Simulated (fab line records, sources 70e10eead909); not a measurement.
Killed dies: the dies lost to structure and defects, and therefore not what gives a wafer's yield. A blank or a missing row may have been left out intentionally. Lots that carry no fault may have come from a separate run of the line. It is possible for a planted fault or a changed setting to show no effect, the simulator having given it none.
Matching of chambers | flow nand_harc | pecvd-04 running NHARC_A_M0_PRE_CLEAN_31: 3 sister chambers
The step time 12 s. 6 wafers are shown with their chamber, then 8 later ones without.

## WAFERS PAIRED WITH THEIR CHAMBERS
wafer  | chamber | heater_power_w (W)
L080.4 | 1       | 592
L082.3 | 2       | 515
L082.4 | 1       | 557
L088.4 | 0       | 672
L088.5 | 2       | 615
L090.3 | 0       | 674

## WAFERS WITHOUT THEIR CHAMBER
wafer  | heater_power_w (W)
L090.5 | 663
L090.6 | 596
L093.3 | 590
L093.4 | 669
L093.5 | 582
L094.3 | 543
L094.4 | 664
L094.6 | 539

## WHICH CHAMBER EACH ONE RAN IN
wafer  | from the rows above          | in truth
L090.5 | can't be placed: 0 or 1      | 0
L090.6 | can't be placed: 1 or 2 or 0 | 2
L093.3 | can't be placed: 1 or 2 or 0 | 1
L093.4 | 0                            | 0
L093.5 | can't be placed: 1 or 2 or 0 | 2
L094.3 | can't be placed: 2 or 1      | 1
L094.4 | can't be placed: 0 or 1      | 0
L094.6 | can't be placed: 2 or 1      | 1
1 of 8 placed correctly. Cannot be placed on the basis of these rows: 7; the candidates contain the true chamber in 7. Number placed wrongly: 0.
How it was worked out, from the rows above alone: a wafer's distance from a chamber is the root of the sum, over the readings, of the square of ((its reading less the chamber's mean) divided by the reading's scatter). If the next closest chamber is less than 2 further off than the closest, the wafer can't be placed; otherwise it belongs to the closest. For every chamber, the mean is computed from those of its wafers that are shown. The scatter: the root of (the sum of the squares of (reading less its chamber's mean) over the shown wafers, divided by (wafers less chambers)).
